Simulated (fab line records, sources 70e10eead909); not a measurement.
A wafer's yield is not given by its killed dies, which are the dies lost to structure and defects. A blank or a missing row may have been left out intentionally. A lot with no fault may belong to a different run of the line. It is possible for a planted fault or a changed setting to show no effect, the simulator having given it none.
fab line records || flow nandHarc
[record] {"lots": 6, "wafers": 18, "lastDay": 24}
route steps=1159 shown A_STAIRCASE@635 END@1159
lots that met no fault: taken from a fault-free run of the same line
startH: hours from the record's first day to the start of the lot's first wafer shown || waitH: time in hours since the lot's previous step || " unchanged from the row above || L1.1+2: several wafers, shown together as one row || - no value present, or no start provided || * or withheld: withheld || < > ~ a bound
route shown NAME@n: NAME is a module with steps in the file, n the number in the route of the first one || usual: the fault-free wafers' mean and standard deviation || same: alike in all rows || chamber/n: place in a boat || sites: the reading at each site || _std_site: standard deviation of those values || _edge_site: outer sites' mean less inner sites' || radiusMm: for every site, how far away it sits from the centre of the wafer || mask NAME#n: copy n || behind: tool/chamber where the wafer was last shaped || hold: cause of the lot's hold/its duration in hours/its outcome || device: the n, p or np transistor that did not switch || end of line: the route-end tests of the same wafers || a step without rows: its recipe alone || killed: dies that structure and defects cost at the first sort, which is not the same as the wafer's yield || map: a wafer's dies, marking killed ones x, the rest . and places with no die _
set.NAME: the run value of the setting; set.NAME@STEP: its run value at that earlier step || model.NAME: the simulator's own value behind a step, which no gauge read
certain route steps with their lots: each step a table, each wafer a row
services: from which hour (startH, from the record's first day; less than 0 if before it) a tool's chamber was out of use, for how many hours, and why
[[steps]]
[step NHARC_A_STAIRCASE_SRD_241]
[step NHARC_A_STAIRCASE_DEHYDRATE_242]
[recipe] {"tempC": 150, "timeS": 120}
[step NHARC_A_STAIRCASE_HMDS_243]
[recipe] {"timeS": 30}
[step NHARC_A_STAIRCASE_COAT_244]
[recipe] {"spinRpm": 1200}
[step NHARC_A_STAIRCASE_SOFTBAKE_245]
[recipe] {"tempC": 135, "timeS": 170}
[step NHARC_A_STAIRCASE_EBR_246]
[step NHARC_A_STAIRCASE_EXPOSE_247]
[recipe] {"na": 0.5, "doseMj": 25.34, "maskId": "SDS_1"}
[step NHARC_A_STAIRCASE_PEB_248]
[recipe] {"pebTempC": 115, "pebTimeS": 130}
[step NHARC_A_STAIRCASE_DEVELOP_249]
[recipe] {"timeS": 140}
[step NHARC_A_STAIRCASE_HARDBAKE_251]
[recipe] {"tempC": 120, "timeS": 140}
[step NHARC_A_STAIRCASE_DESCUM_252]
[recipe] {"timeS": 3, "o2FlowSccm": 200, "arFlowSccm": 0, "biasPowerW": 0, "chemistry": "O2"}
[usual] {"drypumpMotorCurrentA": "5.6/0.48", "o2FlowSccm": "200.1/0.62", "oesProductAu": "1.000/0.0072", "rfVppV": "57.7/0.85", "showerheadPlenumPTorr": "1.87/0.085", "throttleValvePct": "11.311/0.0088"}
{"lot.wafer": "L831.4", "tool": "rieDiel-10", "chamber": 2, "startH": 272.52, "waitH": "-", "drypumpMotorCurrentA": 5.3, "o2FlowSccm": 200.1, "oesProductAu": 1.003, "rfHoursCounterH": 34, "rfVppV": 58.6, "showerheadPlenumPTorr": 1.81, "throttleValvePct": 11.302}
{"lot.wafer": "L831.1", "tool": "rieDiel-10", "chamber": 3, "startH": 272.52, "waitH": "-", "drypumpMotorCurrentA": 4.9, "o2FlowSccm": 199.1, "oesProductAu": 0.997, "rfHoursCounterH": 25, "rfVppV": 58.9, "showerheadPlenumPTorr": 1.89, "throttleValvePct": 11.315}
{"lot.wafer": "L831.5", "tool": "rieDiel-10", "chamber": 1, "startH": 272.52, "waitH": "-", "drypumpMotorCurrentA": 5.9, "o2FlowSccm": 200.1, "oesProductAu": 1.002, "rfHoursCounterH": "-", "rfVppV": 58.5, "showerheadPlenumPTorr": 1.80, "throttleValvePct": 11.318}
{"lot.wafer": "L832.3", "tool": "rieDiel-10", "chamber": 2, "startH": 274.88, "waitH": "-", "drypumpMotorCurrentA": 5.3, "o2FlowSccm": 200.9, "oesProductAu": 0.990, "rfHoursCounterH": 35, "rfVppV": 57.0, "showerheadPlenumPTorr": 1.81, "throttleValvePct": 11.314}
{"lot.wafer": "L832.2", "tool": "rieDiel-10", "chamber": 0, "startH": 274.88, "waitH": "-", "drypumpMotorCurrentA": 5.6, "o2FlowSccm": 200.6, "oesProductAu": 1.007, "rfHoursCounterH": 38, "rfVppV": 57.9, "showerheadPlenumPTorr": 1.86, "throttleValvePct": 11.335}
{"lot.wafer": "L832.4", "tool": "rieDiel-10", "chamber": 1, "startH": 274.88, "waitH": "-", "drypumpMotorCurrentA": 5.9, "o2FlowSccm": 199.7, "oesProductAu": 0.987, "rfHoursCounterH": 36, "rfVppV": 59.5, "showerheadPlenumPTorr": 1.80, "throttleValvePct": 11.317}
{"lot.wafer": "L836.3", "tool": "rieDiel-10", "chamber": 3, "startH": 314.15, "waitH": "-", "drypumpMotorCurrentA": 5.0, "o2FlowSccm": 200.0, "oesProductAu": 1.011, "rfHoursCounterH": 38, "rfVppV": 57.4, "showerheadPlenumPTorr": 1.88, "throttleValvePct": 11.309}
{"lot.wafer": "L836.4", "tool": "rieDiel-10", "chamber": 1, "startH": 314.15, "waitH": "-", "drypumpMotorCurrentA": 5.8, "o2FlowSccm": 199.9, "oesProductAu": 1.004, "rfHoursCounterH": 50, "rfVppV": 55.7, "showerheadPlenumPTorr": 1.80, "throttleValvePct": 11.313}
{"lot.wafer": "L836.2", "tool": "rieDiel-10", "chamber": 2, "startH": 314.15, "waitH": "-", "drypumpMotorCurrentA": 5.3, "o2FlowSccm": 201.1, "oesProductAu": 1.000, "rfHoursCounterH": 46, "rfVppV": 56.9, "showerheadPlenumPTorr": 1.80, "throttleValvePct": 11.319}
{"lot.wafer": "L838.4", "tool": "rieDiel-10", "chamber": 3, "startH": 323.19, "waitH": "-", "drypumpMotorCurrentA": 5.0, "o2FlowSccm": 199.8, "oesProductAu": 1.002, "rfHoursCounterH": 42, "rfVppV": 58.5, "showerheadPlenumPTorr": 1.88, "throttleValvePct": 11.317}
{"lot.wafer": "L838.1", "tool": "rieDiel-10", "chamber": 1, "startH": 323.19, "waitH": "-", "drypumpMotorCurrentA": 5.9, "o2FlowSccm": 199.2, "oesProductAu": 0.996, "rfHoursCounterH": 53, "rfVppV": 56.4, "showerheadPlenumPTorr": 1.80, "throttleValvePct": 11.311}
{"lot.wafer": "L838.6", "tool": "rieDiel-10", "chamber": 3, "startH": 323.19, "waitH": "-", "drypumpMotorCurrentA": 5.0, "o2FlowSccm": 199.8, "oesProductAu": 0.998, "rfHoursCounterH": "-", "rfVppV": 58.1, "showerheadPlenumPTorr": 1.88, "throttleValvePct": 11.306}
{"lot.wafer": "L848.4", "tool": "rieDiel-01", "chamber": 0, "startH": 367.23, "waitH": "-", "drypumpMotorCurrentA": 6.3, "o2FlowSccm": 199.7, "oesProductAu": 0.997, "rfHoursCounterH": 21, "rfVppV": 57.1, "showerheadPlenumPTorr": 1.77, "throttleValvePct": 11.289}
{"lot.wafer": "L848.6", "tool": "rieDiel-01", "chamber": 0, "startH": 367.23, "waitH": "-", "drypumpMotorCurrentA": 6.3, "o2FlowSccm": 199.3, "oesProductAu": 0.996, "rfHoursCounterH": "-", "rfVppV": 58.1, "showerheadPlenumPTorr": 1.77, "throttleValvePct": 11.327}
{"lot.wafer": "L848.5", "tool": "rieDiel-01", "chamber": 1, "startH": 367.23, "waitH": "-", "drypumpMotorCurrentA": 5.7, "o2FlowSccm": 199.6, "oesProductAu": 1.015, "rfHoursCounterH": "-", "rfVppV": 59.1, "showerheadPlenumPTorr": 1.93, "throttleValvePct": 11.313}
{"lot.wafer": "L849.4", "tool": "rieDiel-12", "chamber": 3, "startH": 394.20, "waitH": "-", "drypumpMotorCurrentA": 5.3, "o2FlowSccm": 200.1, "oesProductAu": 0.993, "rfHoursCounterH": 1, "rfVppV": 58.1, "showerheadPlenumPTorr": 2.06, "throttleValvePct": 11.318}
{"lot.wafer": "L849.1", "tool": "rieDiel-12", "chamber": 0, "startH": 394.20, "waitH": "-", "drypumpMotorCurrentA": 5.6, "o2FlowSccm": 199.4, "oesProductAu": 0.989, "rfHoursCounterH": 1, "rfVppV": 57.8, "showerheadPlenumPTorr": 2.05, "throttleValvePct": 11.303}
{"lot.wafer": "L849.6", "tool": "rieDiel-12", "chamber": 3, "startH": 394.20, "waitH": "-", "drypumpMotorCurrentA": 5.4, "o2FlowSccm": 201.0, "oesProductAu": 0.987, "rfHoursCounterH": "-", "rfVppV": 59.6, "showerheadPlenumPTorr": 2.06, "throttleValvePct": 11.290}
[step NHARC_A_STAIRCASE_ETCH_253]
[recipe] {"targetDepthA": 500, "timeS": 20.2, "ionEnergyEv": 400, "c4f8FlowSccm": 20, "o2FlowSccm": 10, "arFlowSccm": "withheld", "rfW": 600, "biasW": 1000, "chemistry": "C4F8/O2"}
[usual] {"oesProductAu": "0.960/0.017", "rfVppV": "893/5.3", "runLengthS": "41.8/0.35"}
{"lot.wafer": "L831.4", "tool": "rieDiel-10", "chamber": 0, "startH": 272.65, "waitH": 0.1, "oesProductAu": 0.971, "rfHoursCounterH": 38, "rfVppV": 891, "runLengthS": 41.7}
{"lot.wafer": "L831.1", "tool": "rieDiel-10", "chamber": 3, "startH": 272.65, "waitH": 0.1, "oesProductAu": 0.918, "rfHoursCounterH": 25, "rfVppV": 894, "runLengthS": 41.7}
{"lot.wafer": "L831.5", "tool": "rieDiel-10", "chamber": 0, "startH": 272.65, "waitH": 0.1, "oesProductAu": 0.969, "rfHoursCounterH": "-", "rfVppV": 892, "runLengthS": 41.7}
{"lot.wafer": "L832.4", "tool": "rieDiel-10", "chamber": 2, "startH": 274.97, "waitH": 0.1, "oesProductAu": 0.948, "rfHoursCounterH": 35, "rfVppV": 890, "runLengthS": 42.0}
{"lot.wafer": "L832.3", "tool": "rieDiel-10", "chamber": 0, "startH": 274.97, "waitH": 0.1, "oesProductAu": 0.978, "rfHoursCounterH": 38, "rfVppV": 893, "runLengthS": 42.0}
{"lot.wafer": "L832.2", "tool": "rieDiel-10", "chamber": 1, "startH": 274.97, "waitH": 0.1, "oesProductAu": 0.969, "rfHoursCounterH": 36, "rfVppV": 889, "runLengthS": 42.0}
{"lot.wafer": "L836.3", "tool": "rieDiel-10", "chamber": 1, "startH": 314.24, "waitH": 0.1, "oesProductAu": 0.988, "rfHoursCounterH": 50, "rfVppV": 888, "runLengthS": 41.8}
{"lot.wafer": "L836.2", "tool": "rieDiel-10", "chamber": 2, "startH": 314.24, "waitH": 0.1, "oesProductAu": 0.984, "rfHoursCounterH": 46, "rfVppV": 890, "runLengthS": 40.2}
{"lot.wafer": "L836.4", "tool": "rieDiel-10", "chamber": 0, "startH": 314.24, "waitH": 0.1, "oesProductAu": 0.974, "rfHoursCounterH": 50, "rfVppV": 893, "runLengthS": 41.6}
{"lot.wafer": "L838.1", "tool": "rieDiel-10", "chamber": 3, "startH": 323.30, "waitH": 0.1, "oesProductAu": 0.954, "rfHoursCounterH": 42, "rfVppV": 894, "runLengthS": 41.5}
{"lot.wafer": "L838.4", "tool": "rieDiel-10", "chamber": 2, "startH": 323.30, "waitH": 0.1, "oesProductAu": 0.961, "rfHoursCounterH": 50, "rfVppV": 889, "runLengthS": 40.1}
{"lot.wafer": "L838.6", "tool": "rieDiel-10", "chamber": 3, "startH": 323.30, "waitH": 0.1, "oesProductAu": 0.951, "rfHoursCounterH": "-", "rfVppV": 895, "runLengthS": 41.8}
{"lot.wafer": "L848.4", "tool": "rieDiel-01", "chamber": 0, "startH": 367.32, "waitH": 0.1, "oesProductAu": 0.964, "rfHoursCounterH": 21, "rfVppV": 885, "runLengthS": 42.4}
{"lot.wafer": "L848.6", "tool": "rieDiel-01", "chamber": 1, "startH": 367.32, "waitH": 0.1, "oesProductAu": 0.976, "rfHoursCounterH": "-", "rfVppV": 897, "runLengthS": 41.6}
{"lot.wafer": "L848.5", "tool": "rieDiel-01", "chamber": 2, "startH": 367.32, "waitH": 0.1, "oesProductAu": 0.984, "rfHoursCounterH": "-", "rfVppV": 896, "runLengthS": 40.9}
{"lot.wafer": "L849.1", "tool": "rieDiel-12", "chamber": 2, "startH": 394.29, "waitH": 0.1, "oesProductAu": 0.975, "rfHoursCounterH": 1, "rfVppV": 905, "runLengthS": 41.9}
{"lot.wafer": "L849.4", "tool": "rieDiel-12", "chamber": 3, "startH": 394.29, "waitH": 0.1, "oesProductAu": 0.966, "rfHoursCounterH": 1, "rfVppV": 905, "runLengthS": 41.8}
{"lot.wafer": "L849.6", "tool": "rieDiel-12", "chamber": 2, "startH": 394.29, "waitH": 0.1, "oesProductAu": 0.985, "rfHoursCounterH": "-", "rfVppV": 906, "runLengthS": 42.1}
[step NHARC_A_STAIRCASE_STRIP_254]
[recipe] {"powerW": 1500, "tempC": 250, "chemistry": "O2"}
[usual] {"drypumpMotorCurrentA": "5.8/0.46", "heaterPowerW": "360/30"}
{"lot.wafer": "L831.1", "tool": "plasmaAsher-01", "chamber": 0, "startH": 272.78, "waitH": "-", "drypumpMotorCurrentA": 6.5, "heaterPowerW": 403, "rfHoursCounterH": 55}
{"lot.wafer": "L831.4", "tool": "plasmaAsher-01", "chamber": 1, "startH": 272.78, "waitH": "-", "drypumpMotorCurrentA": 5.8, "heaterPowerW": 364, "rfHoursCounterH": "-"}
{"lot.wafer": "L831.5", "tool": "plasmaAsher-01", "chamber": 1, "startH": 272.78, "waitH": "-", "drypumpMotorCurrentA": 5.8, "heaterPowerW": 372, "rfHoursCounterH": "-"}
{"lot.wafer": "L832.2", "tool": "plasmaAsher-01", "chamber": 0, "startH": 275.10, "waitH": "-", "drypumpMotorCurrentA": 6.5, "heaterPowerW": 399, "rfHoursCounterH": 56}
{"lot.wafer": "L832.3", "tool": "plasmaAsher-01", "chamber": 1, "startH": 275.10, "waitH": "-", "drypumpMotorCurrentA": 5.8, "heaterPowerW": 368, "rfHoursCounterH": "-"}
{"lot.wafer": "L832.4", "tool": "plasmaAsher-01", "chamber": 0, "startH": 275.10, "waitH": "-", "drypumpMotorCurrentA": 6.5, "heaterPowerW": 402, "rfHoursCounterH": "-"}
{"lot.wafer": "L836.2", "tool": "plasmaAsher-01", "chamber": 0, "startH": 314.33, "waitH": "-", "drypumpMotorCurrentA": 6.5, "heaterPowerW": 403, "rfHoursCounterH": 8}
{"lot.wafer": "L836.3", "tool": "plasmaAsher-01", "chamber": 0, "startH": 314.33, "waitH": "-", "drypumpMotorCurrentA": 6.5, "heaterPowerW": 407, "rfHoursCounterH": "-"}
{"lot.wafer": "L836.4", "tool": "plasmaAsher-01", "chamber": 1, "startH": 314.33, "waitH": "-", "drypumpMotorCurrentA": 5.7, "heaterPowerW": 362, "rfHoursCounterH": "-"}
{"lot.wafer": "L838.1", "tool": "plasmaAsher-01", "chamber": 0, "startH": 323.47, "waitH": "-", "drypumpMotorCurrentA": 6.5, "heaterPowerW": 406, "rfHoursCounterH": 11}
{"lot.wafer": "L838.4", "tool": "plasmaAsher-01", "chamber": 0, "startH": 323.47, "waitH": "-", "drypumpMotorCurrentA": 6.5, "heaterPowerW": 398, "rfHoursCounterH": "-"}
{"lot.wafer": "L838.6", "tool": "plasmaAsher-01", "chamber": 1, "startH": 323.47, "waitH": "-", "drypumpMotorCurrentA": 5.8, "heaterPowerW": 348, "rfHoursCounterH": "-"}
{"lot.wafer": "L848.4", "tool": "plasmaAsher-01", "chamber": 1, "startH": 367.97, "waitH": "-", "drypumpMotorCurrentA": 5.8, "heaterPowerW": 360, "rfHoursCounterH": "-"}
{"lot.wafer": "L848.6", "tool": "plasmaAsher-01", "chamber": 0, "startH": 367.97, "waitH": "-", "drypumpMotorCurrentA": 6.5, "heaterPowerW": 399, "rfHoursCounterH": "-"}
{"lot.wafer": "L848.5", "tool": "plasmaAsher-01", "chamber": 1, "startH": 367.97, "waitH": "-", "drypumpMotorCurrentA": 5.8, "heaterPowerW": 368, "rfHoursCounterH": "-"}
{"lot.wafer": "L849.1", "tool": "plasmaAsher-02", "chamber": 0, "startH": 394.38, "waitH": "-", "drypumpMotorCurrentA": 5.7, "heaterPowerW": 343, "rfHoursCounterH": 10}
{"lot.wafer": "L849.4", "tool": "plasmaAsher-02", "chamber": 0, "startH": 394.38, "waitH": "-", "drypumpMotorCurrentA": 5.8, "heaterPowerW": 345, "rfHoursCounterH": "-"}
{"lot.wafer": "L849.6", "tool": "plasmaAsher-02", "chamber": 0, "startH": 394.38, "waitH": "-", "drypumpMotorCurrentA": 5.8, "heaterPowerW": 351, "rfHoursCounterH": "-"}
[step NHARC_END_SORT_01]
[recipe] {"tempC": 25}
[usual] {"killedAtArray": "24/7.4", "killedAtOther": "0.5/0.81", "killedAtPeriphery": "3.4/2.3", "killedDies": "28/8", "killedOpen": "3.4/1.8", "killedShort": "2.0/1.4"}
[same] {"grossDies": 677}
{"lot.wafer": "L831.1", "tool": "prober-02", "chamber": 0, "startH": 457.66, "waitH": 2.5, "killedAtArray": 18, "killedAtOther": 1, "killedAtPeriphery": 3, "killedDies": 22, "killedOpen": 3, "killedShort": 0}
{"lot.wafer": "L831.4", "tool": "prober-02", "chamber": 0, "startH": 460.05, "waitH": 3.4, "killedAtArray": 28, "killedAtOther": 1, "killedAtPeriphery": 4, "killedDies": 33, "killedOpen": 7, "killedShort": 3}
{"lot.wafer": "L831.5", "tool": "prober-02", "chamber": 0, "startH": 460.85, "waitH": 3.7, "killedAtArray": 15, "killedAtOther": 0, "killedAtPeriphery": 5, "killedDies": 20, "killedOpen": 6, "killedShort": 3}
{"lot.wafer": "L832.2", "tool": "prober-02", "chamber": 0, "startH": 466.31, "waitH": 2.8, "killedAtArray": 39, "killedAtOther": 1, "killedAtPeriphery": 2, "killedDies": 42, "killedOpen": 5, "killedShort": 6}
{"lot.wafer": "L832.3", "tool": "prober-02", "chamber": 0, "startH": 467.11, "waitH": 3.1, "killedAtArray": 37, "killedAtOther": 1, "killedAtPeriphery": 2, "killedDies": 40, "killedOpen": 5, "killedShort": 2}
{"lot.wafer": "L832.4", "tool": "prober-02", "chamber": 0, "startH": 467.90, "waitH": 3.4, "killedAtArray": 26, "killedAtOther": 0, "killedAtPeriphery": 2, "killedDies": 28, "killedOpen": 6, "killedShort": 1}
{"lot.wafer": "L836.2", "tool": "prober-01", "chamber": 0, "startH": 498.26, "waitH": 2.8, "killedAtArray": 21, "killedAtOther": 0, "killedAtPeriphery": 10, "killedDies": 31, "killedOpen": 2, "killedShort": 6}
{"lot.wafer": "L836.3", "tool": "prober-01", "chamber": 0, "startH": 499.07, "waitH": 3.1, "killedAtArray": 26, "killedAtOther": 0, "killedAtPeriphery": 8, "killedDies": 34, "killedOpen": 3, "killedShort": 2}
{"lot.wafer": "L836.4", "tool": "prober-01", "chamber": 0, "startH": 499.88, "waitH": 3.4, "killedAtArray": 32, "killedAtOther": 0, "killedAtPeriphery": 4, "killedDies": 36, "killedOpen": 4, "killedShort": 2}
{"lot.wafer": "L838.1", "tool": "prober-02", "chamber": 0, "startH": 517.14, "waitH": 2.5, "killedAtArray": 13, "killedAtOther": 0, "killedAtPeriphery": 7, "killedDies": 20, "killedOpen": 4, "killedShort": 1}
{"lot.wafer": "L838.4", "tool": "prober-02", "chamber": 0, "startH": 519.48, "waitH": 3.3, "killedAtArray": 19, "killedAtOther": 0, "killedAtPeriphery": 6, "killedDies": 25, "killedOpen": 4, "killedShort": 3}
{"lot.wafer": "L838.6", "tool": "prober-02", "chamber": 0, "startH": 521.04, "waitH": 3.9, "killedAtArray": 15, "killedAtOther": 3, "killedAtPeriphery": 5, "killedDies": 23, "killedOpen": 8, "killedShort": 2}
{"lot.wafer": "L848.4", "tool": "prober-02", "chamber": 0, "startH": 566.01, "waitH": 3.4, "killedAtArray": 26, "killedAtOther": 0, "killedAtPeriphery": 6, "killedDies": 32, "killedOpen": 0, "killedShort": 3}
{"lot.wafer": "L848.5", "tool": "prober-02", "chamber": 0, "startH": 566.80, "waitH": 3.7, "killedAtArray": 38, "killedAtOther": 1, "killedAtPeriphery": 5, "killedDies": 44, "killedOpen": 4, "killedShort": 2}
{"lot.wafer": "L848.6", "tool": "prober-02", "chamber": 0, "startH": 567.60, "waitH": 4.0, "killedAtArray": 27, "killedAtOther": 0, "killedAtPeriphery": 5, "killedDies": 32, "killedOpen": 1, "killedShort": 2}
{"lot.wafer": "L849.1", "tool": "prober-02", "chamber": 0, "startH": 578.64, "waitH": 2.5, "killedAtArray": 27, "killedAtOther": 0, "killedAtPeriphery": 2, "killedDies": 29, "killedOpen": 2, "killedShort": 3}
{"lot.wafer": "L849.4", "tool": "prober-02", "chamber": 0, "startH": 581.04, "waitH": 3.4, "killedAtArray": 32, "killedAtOther": 0, "killedAtPeriphery": 4, "killedDies": 36, "killedOpen": 5, "killedShort": 2}
{"lot.wafer": "L849.6", "tool": "prober-02", "chamber": 0, "startH": 582.64, "waitH": 4.0, "killedAtArray": 33, "killedAtOther": 0, "killedAtPeriphery": 0, "killedDies": 33, "killedOpen": 2, "killedShort": 4}
// killed by level:class
L831.1 A_BLC:chamberFilmFlake=5 P_ZERO_WELL:chamberFilmFlake=3 A_SLIT:chamberFilmFlake=3 A_CHANNEL_HOLE_D1:chamberFilmFlake=2 A_CHANNEL_FILL_D1:chamberFilmFlake=2 A_STAIRCASE:chamberFilmFlake=2 A_STAIRCASE:geometricParticle:open=1 A_CONTACT:geometricParticle:open=1
L831.4 A_SLIT:chamberFilmFlake=8 A_CHANNEL_HOLE_D1:chamberFilmFlake=3 A_STAIRCASE:chamberFilmFlake=3 A_BLC:chamberFilmFlake=3 A_SGD_CUT:chamberFilmFlake=2 A_CONTACT:chamberFilmFlake=2 P_GATE:geometricParticle:short=1 P_CONTACT:geometricParticle:open=1
L831.5 A_SLIT:chamberFilmFlake=3 A_ONON_D1:geometricParticle:short=2 P_ZERO_WELL:chamberFilmFlake=2 A_CHANNEL_FILL_D1:chamberFilmFlake=2 A_STAIRCASE:chamberFilmFlake=2 P_GATE:geometricParticle:open=1 P_M0:geometricParticle:open=1 P_M0:geometricParticle:short=1
L832.2 A_SLIT:chamberFilmFlake=12 A_CHANNEL_HOLE_D1:chamberFilmFlake=10 A_CONTACT:chamberFilmFlake=4 A_WL_FILL:geometricParticle:short=2 A_CHANNEL_FILL_D1:chamberFilmFlake=2 P_CONTACT:geometricParticle:short=1 A_SOURCE_PLATE:geometricParticle:open=1 A_CHANNEL_HOLE_D1:geometricParticle:short=1
L832.3 A_CHANNEL_HOLE_D1:chamberFilmFlake=15 A_SLIT:chamberFilmFlake=7 A_CONTACT:chamberFilmFlake=4 A_CONTACT:geometricParticle:open=2 A_ZERO_WELL:chamberFilmFlake=2 A_CHANNEL_FILL_D1:chamberFilmFlake=2 P_GATE:geometricParticle:open=1 A_SOURCE_PLATE:geometricParticle:open=1
L832.4 A_CHANNEL_HOLE_D1:chamberFilmFlake=8 A_CONTACT:chamberFilmFlake=6 A_CHANNEL_FILL_D1:chamberFilmFlake=3 A_SLIT:chamberFilmFlake=3 A_CHANNEL_FILL_D1:geometricParticle:open=2 P_GATE:geometricParticle:open=1 A_ONON_D1:geometricParticle:open=1 A_CHANNEL_HOLE_D1:geometricParticle:short=1
L836.2 A_SLIT:chamberFilmFlake=9 P_ZERO_WELL:chamberFilmFlake=7 A_CHANNEL_FILL_D1:geometricParticle:short=3 A_WL_FILL:geometricParticle:short=3 P_STI:chamberFilmFlake=2 A_WL_FILL:chamberFilmFlake=2 P_CONTACT:geometricParticle:open=1 A_CHANNEL_HOLE_D1:geometricParticle:open=1
L836.3 A_SLIT:chamberFilmFlake=11 A_CHANNEL_HOLE_D1:chamberFilmFlake=4 P_ZERO_WELL:chamberFilmFlake=3 A_STAIRCASE:chamberFilmFlake=3 A_CONTACT:chamberFilmFlake=3 P_STI:chamberFilmFlake=2 P_CONTACT:geometricParticle:open=1 P_M0:geometricParticle:open=1
L836.4 A_SLIT:chamberFilmFlake=10 A_CHANNEL_HOLE_D1:chamberFilmFlake=6 A_STAIRCASE:chamberFilmFlake=5 A_CONTACT:chamberFilmFlake=4 A_WL_FILL:chamberFilmFlake=2 P_STI:geometricParticle:short=1 P_GATE:geometricParticle:open=1 A_ONON_D1:geometricParticle:open=1
L838.1 P_ZERO_WELL:chamberFilmFlake=4 A_M0:geometricParticle:open=3 A_CHANNEL_HOLE_D1:chamberFilmFlake=3 P_STI:chamberFilmFlake=2 A_STAIRCASE:chamberFilmFlake=2 A_ONON_D1:geometricParticle:short=1 A_SGD_CUT:geometricParticle:open=1 P_GATE:chamberFilmFlake=1
L838.4 A_CHANNEL_HOLE_D1:chamberFilmFlake=6 A_WL_FILL:chamberFilmFlake=5 P_ZERO_WELL:chamberFilmFlake=3 A_STAIRCASE:chamberFilmFlake=3 A_CHANNEL_FILL_D1:geometricParticle:short=2 A_CONTACT:geometricParticle:open=2 P_STI:geometricParticle:short=1 P_GATE:geometricParticle:open=1
L838.6 A_CHANNEL_HOLE_D1:chamberFilmFlake=4 A_CONTACT:geometricParticle:open=3 A_STAIRCASE:chamberFilmFlake=3 A_M0:geometricParticle:open=2 STARTING-WAFER:geometricParticle:open=2 P_STI:chamberFilmFlake=2 P_M1:geometricParticle:short=1 A_SOURCE_PLATE:geometricParticle:short=1
L848.4 A_STAIRCASE:chamberFilmFlake=9 A_CHANNEL_HOLE_D1:chamberFilmFlake=7 A_CONTACT:chamberFilmFlake=7 P_M2:chamberFilmFlake=4 A_ZERO_WELL:chamberFilmFlake=2 P_STI:geometricParticle:short=1 P_M0:geometricParticle:short=1 A_CHANNEL_FILL_D1:geometricParticle:short=1
L848.5 A_CHANNEL_HOLE_D1:chamberFilmFlake=17 A_CONTACT:chamberFilmFlake=9 A_STAIRCASE:chamberFilmFlake=7 P_M2:chamberFilmFlake=3 P_STI:geometricParticle:open=1 P_GATE:geometricParticle:open=1 A_CHANNEL_FILL_D1:geometricParticle:short=1 A_CONTACT:geometricParticle:open=1
L848.6 A_CONTACT:chamberFilmFlake=9 A_STAIRCASE:chamberFilmFlake=8 A_CHANNEL_HOLE_D1:chamberFilmFlake=7 P_M2:chamberFilmFlake=2 P_CONTACT:geometricParticle:open=1 A_CHANNEL_FILL_D1:geometricParticle:short=1 A_CONTACT:geometricParticle:short=1 P_STI:chamberFilmFlake=1
L849.1 A_SLIT:chamberFilmFlake=14 A_CHANNEL_HOLE_D1:chamberFilmFlake=7 A_CONTACT:chamberFilmFlake=2 P_M0:geometricParticle:short=1 P_M2:geometricParticle:short=1 A_CHANNEL_FILL_D1:geometricParticle:open=1 A_CHANNEL_FILL_D1:geometricParticle:short=1 A_CONTACT:geometricParticle:open=1
L849.4 A_SLIT:chamberFilmFlake=15 A_CONTACT:chamberFilmFlake=8 A_CHANNEL_HOLE_D1:chamberFilmFlake=3 A_STAIRCASE:chamberFilmFlake=2 P_CONTACT:geometricParticle:open=1 P_M0:geometricParticle:short=1 P_M2:geometricParticle:open=1 A_CHANNEL_FILL_D1:geometricParticle:open=1
L849.6 A_SLIT:chamberFilmFlake=10 A_CHANNEL_HOLE_D1:chamberFilmFlake=9 A_CONTACT:chamberFilmFlake=4 A_CHANNEL_FILL_D1:geometricParticle:short=3 A_CHANNEL_FILL_D1:chamberFilmFlake=2 A_STAIRCASE:chamberFilmFlake=2 A_SGD_CUT:geometricParticle:short=1 A_WL_FILL:geometricParticle:open=1
[[services]]
{"tool": "rieDiel-10", "chamber": 0, "startH": 259.71, "hours": "-", "kind": "clean"}
{"tool": "rieDiel-10", "chamber": 1, "startH": 259.71, "hours": "-", "kind": "clean"}
{"tool": "rieDiel-10", "chamber": 2, "startH": 259.71, "hours": "-", "kind": "clean"}
{"tool": "rieDiel-10", "chamber": 3, "startH": 259.71, "hours": "-", "kind": "clean"}
{"tool": "plasmaAsher-01", "chamber": "-", "startH": 276.00, "hours": 9.0, "kind": "pm"}
{"tool": "rieDiel-10", "chamber": 0, "startH": 284.21, "hours": "-", "kind": "clean"}
{"tool": "rieDiel-10", "chamber": 1, "startH": 284.21, "hours": "-", "kind": "clean"}
{"tool": "rieDiel-10", "chamber": 2, "startH": 284.21, "hours": "-", "kind": "clean"}
{"tool": "rieDiel-10", "chamber": 3, "startH": 284.21, "hours": "-", "kind": "clean"}
{"tool": "rieDiel-12", "chamber": 2, "startH": 285.43, "hours": 4.8, "kind": "repair"}
{"tool": "plasmaAsher-01", "chamber": "-", "startH": 289.04, "hours": 3.3, "kind": "repair"}
{"tool": "rieDiel-10", "chamber": 0, "startH": 308.71, "hours": "-", "kind": "clean"}
{"tool": "rieDiel-10", "chamber": 1, "startH": 308.71, "hours": "-", "kind": "clean"}
{"tool": "rieDiel-10", "chamber": 2, "startH": 308.71, "hours": "-", "kind": "clean"}
{"tool": "rieDiel-10", "chamber": 3, "startH": 308.71, "hours": "-", "kind": "clean"}
{"tool": "rieDiel-01", "chamber": "-", "startH": 314.99, "hours": 9.0, "kind": "pm"}
{"tool": "rieDiel-10", "chamber": 0, "startH": 333.22, "hours": "-", "kind": "clean"}
{"tool": "rieDiel-12", "chamber": 3, "startH": 334.04, "hours": 1.7, "kind": "repair"}
{"tool": "rieDiel-10", "chamber": "-", "startH": 354.21, "hours": 9.0, "kind": "pm"}
{"tool": "plasmaAsher-01", "chamber": "-", "startH": 355.74, "hours": 1.9, "kind": "repair"}
{"tool": "plasmaAsher-02", "chamber": "-", "startH": 360.00, "hours": 9.0, "kind": "pm"}
{"tool": "rieDiel-10", "chamber": 0, "startH": 368.20, "hours": 1.4, "kind": "repair"}
{"tool": "rieDiel-01", "chamber": "-", "startH": 370.63, "hours": 0.4, "kind": "repair"}
{"tool": "rieDiel-12", "chamber": "-", "startH": 379.62, "hours": 9.0, "kind": "pm"}
[[key]]
[firstSign] {"step": "NHARC_A_STAIRCASE_ETCH_253", "reading": "runLengthS", "direction": "down", "sigmas": 4.9, "usual": "*", "struck": "*"}
effect none on later readings
metAt NHARC_A_STAIRCASE_ETCH_253
struckWafers L836.2,L838.4
testerLeftOut L836,L838
onsetBetween 274.97 314.24
[fault] {"kind": "processParameterDrift", "tool": "rieDiel-10", "chamber": 2, "onsetH": 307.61, "steps": "NHARC_A_STAIRCASE_ETCH_253", "channel": "timeS", "offset": "*", "shape": "step", "endH": 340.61, "actsIn": "*", "stated": "*"}
// testerLeftOut: of these lots the tester's yield and bins aren't shown, on N5 and GAA mostly nor the transistor test; their killed dies are dies lost to structure and defects alone, not to doping, threshold or leakage, so they don't give the yield
